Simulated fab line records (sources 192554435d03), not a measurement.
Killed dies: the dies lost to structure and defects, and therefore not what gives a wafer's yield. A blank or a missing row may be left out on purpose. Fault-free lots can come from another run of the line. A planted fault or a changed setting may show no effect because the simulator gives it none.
Which tool did it? + flow n5-finfet + 36 wafers from 14 lots sampled at 4 of the route's 1938 steps

WHAT EACH GAUGE READ, for each wafer
N5_BEOL_M12_OVL_MEAS_11. Usual: V11_OVL typically reads 1 nm, with standard deviation 6.2.
| lot  | measured     | on         | V11_OVL (nm) | flag |
|------|--------------|------------|--------------|------|
| L498 | day 11 11:31 | overlay-02 | 8 -3         |      |
| L499 | day 11 17:29 | overlay-02 | 5 6          |      |
| L503 | day 12 00:32 | overlay-02 | 15 9         |      |
| L501 | day 12 02:55 | overlay-02 | 7 -1         |      |
| L502 | day 12 06:50 | overlay-01 | 4 9          |      |
| L507 | day 13 10:31 | overlay-01 | -6 -1 6      |      |
| L512 | day 14 03:43 | overlay-01 | -10 4 -1     |      |
| L510 | day 14 04:41 | overlay-02 | -4 -6 -5     |      |
| L513 | day 15 00:18 | overlay-01 | -2 3 8       |      |
| L514 | day 15 00:46 | overlay-01 | -2 2 -5      |      |
| L515 | day 15 14:42 | overlay-01 | 1 -12        |      |
| L518 | day 16 00:30 | overlay-01 | -8 4 4       |      |
| L519 | day 16 21:06 | overlay-02 | -1 -3 -6     |      |
| L521 | day 17 04:39 | overlay-01 | 6 -4 -2      |      |

N5_BEOL_M12_CD_MEAS_17: target cd 140 nm. Usual: cd-nm 140.0 nm, standard deviation 2.8.
| lot  | measured     | on        | cd-nm (nm)        | flag |
|------|--------------|-----------|-------------------|------|
| L498 | day 11 12:11 | cd-sem-02 | 137.8 141.7       |      |
| L499 | day 11 18:08 | cd-sem-02 | 142.4 145.2       |      |
| L503 | day 12 01:07 | cd-sem-02 | 142.5 143.7       |      |
| L501 | day 12 03:30 | cd-sem-02 | 139.9 135.0       |      |
| L502 | day 12 07:24 | cd-sem-03 | 133.4 134.0       |      |
| L507 | day 13 11:18 | cd-sem-03 | 137.4 138.6 140.6 |      |
| L512 | day 14 04:16 | cd-sem-02 | 141.8 140.9 139.6 |      |
| L510 | day 14 05:14 | cd-sem-01 | 141.8 137.9 144.9 |      |
| L513 | day 15 00:51 | cd-sem-03 | 136.0 145.0 143.0 |      |
| L514 | day 15 01:23 | cd-sem-03 | 143.9 143.3 144.3 |      |
| L515 | day 15 15:32 | cd-sem-03 | 138.1 138.7       |      |
| L518 | day 16 01:03 | cd-sem-02 | 136.0 142.3 139.1 |      |
| L519 | day 16 21:39 | cd-sem-02 | 136.8 141.0 140.2 |      |
| L521 | day 17 05:12 | cd-sem-02 | 139.0 140.4 141.6 |      |

N5_BEOL_M12_INSPECT_30: inspects for defects (macro). Usual: raw-defect-count 2.0, standard deviation 1.3.
| lot  | measured     | on                | raw-defect-count | flag |
|------|--------------|-------------------|------------------|------|
| L498 | day 11 12:34 | defect-inspect-01 | 1 1              |      |
| L499 | day 11 18:31 | defect-inspect-01 | 1 3              |      |
| L503 | day 12 01:30 | defect-inspect-01 | 0 3              |      |
| L501 | day 12 03:53 | defect-inspect-02 | 2 3              |      |
| L502 | day 12 07:47 | defect-inspect-02 | 2 4              |      |
| L507 | day 13 11:41 | defect-inspect-02 | 2 2 6            |      |
| L512 | day 14 04:38 | defect-inspect-01 | 1 3 3            |      |
| L510 | day 14 05:45 | defect-inspect-01 | 2 2 2            |      |
| L513 | day 15 01:22 | defect-inspect-02 | 4 2 2            |      |
| L514 | day 15 01:53 | defect-inspect-01 | 3 5 1            |      |
| L515 | day 15 15:55 | defect-inspect-01 | 1 3              |      |
| L518 | day 16 01:33 | defect-inspect-01 | 2 2 3            |      |
| L519 | day 16 22:10 | defect-inspect-01 | 2 2 4            |      |
| L521 | day 17 05:35 | defect-inspect-02 | 1 1 3            |      |

WHAT TOOL EACH LOT RAN ON (gives the tool, then ch and the chambers of the sampled wafers, and finally the start)
| lot  | N5_BEOL_M12_COAT_22               |
|------|-----------------------------------|
| L498 | litho-track-01 ch 0, day 11 12:14 |
| L499 | litho-track-02 ch 0, day 11 18:11 |
| L503 | litho-track-02 ch 0, day 12 01:10 |
| L501 | litho-track-03 ch 0, day 12 03:32 |
| L502 | litho-track-01 ch 0, day 12 07:26 |
| L507 | litho-track-02 ch 0, day 13 11:20 |
| L512 | litho-track-01 ch 0, day 14 04:18 |
| L510 | litho-track-02 ch 0, day 14 05:17 |
| L513 | litho-track-03 ch 0, day 15 00:54 |
| L514 | litho-track-03 ch 0, day 15 01:26 |
| L515 | litho-track-03 ch 0, day 15 15:35 |
| L518 | litho-track-01 ch 0, day 16 01:05 |
| L519 | litho-track-01 ch 0, day 16 21:42 |
| L521 | litho-track-03 ch 0, day 17 05:15 |
- N5_BEOL_M12_COAT_22: resist thk 300 nm.

AS READ BY THE TOOLS THEMSELVES (means over the sampled wafers that have a number; for cases with no such wafer, the mark the record gives instead)
N5_BEOL_M12_COAT_22. Usual: spin-speed-rpm 2888.0 rpm, standard deviation 1.9.
| lot  | tool           | spin-speed-rpm (rpm) | flag |
|------|----------------|----------------------|------|
| L498 | litho-track-01 | 2883.9               |      |
| L499 | litho-track-02 | 2890.1               |      |
| L503 | litho-track-02 | 2887.2               |      |
| L501 | litho-track-03 | 2887.1               |      |
| L502 | litho-track-01 | 2889.1               |      |
| L507 | litho-track-02 | 2780.5               | OFF  |
| L512 | litho-track-01 | 2886.4               |      |
| L510 | litho-track-02 | 2777.1               | OFF  |
| L513 | litho-track-03 | 2887.1               |      |
| L514 | litho-track-03 | 2889.0               |      |
| L515 | litho-track-03 | 2890.2               |      |
| L518 | litho-track-01 | 2887.8               |      |
| L519 | litho-track-01 | 2887.2               |      |
| L521 | litho-track-03 | 2890.0               |      |

THE ANSWER, worked out from the rows above alone
Rule: a lot is off if the mean of its wafers that have a number lies more than 3 standard deviations from the usual mean. Also off: a lot with no number at a reading for which 4 or more lots have one. All remaining lots with rows at the step are treated as sound. The gauges are gone through in route order, then the tools' own readings, and for those a lot's mean is taken as printed above. At the first step where some lot is off, the reading lying furthest off is the one used; lots without a number count as furthest.
Off: L507, L510 (N5_BEOL_M12_COAT_22, spin-speed-rpm).
A tool fits if, at that step or a process step before it, it ran every lot that is off, and no sound lot after the first of them. One fits: N5_BEOL_M12_COAT_22 on litho-track-02. Its last sound lot is L503 (day 12 01:10), its first lot that is off L507 (day 13 11:20): a fault that began between those two fits.
On the lots that are off, the tool's own readings at N5_BEOL_M12_COAT_22 differ by more than 5 times the standard deviation of the sound lots' means, which bears it out; spin-speed-rpm reads 2778.8 rpm there versus 2887.9 rpm on the sound lots.

WHAT THE SIMULATOR HAD INSERTED
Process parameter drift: litho-track-02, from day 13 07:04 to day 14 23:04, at N5_BEOL_M12_COAT_22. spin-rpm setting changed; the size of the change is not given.
Struck lots among those shown: L507, L510. The rule above reached the same finding.
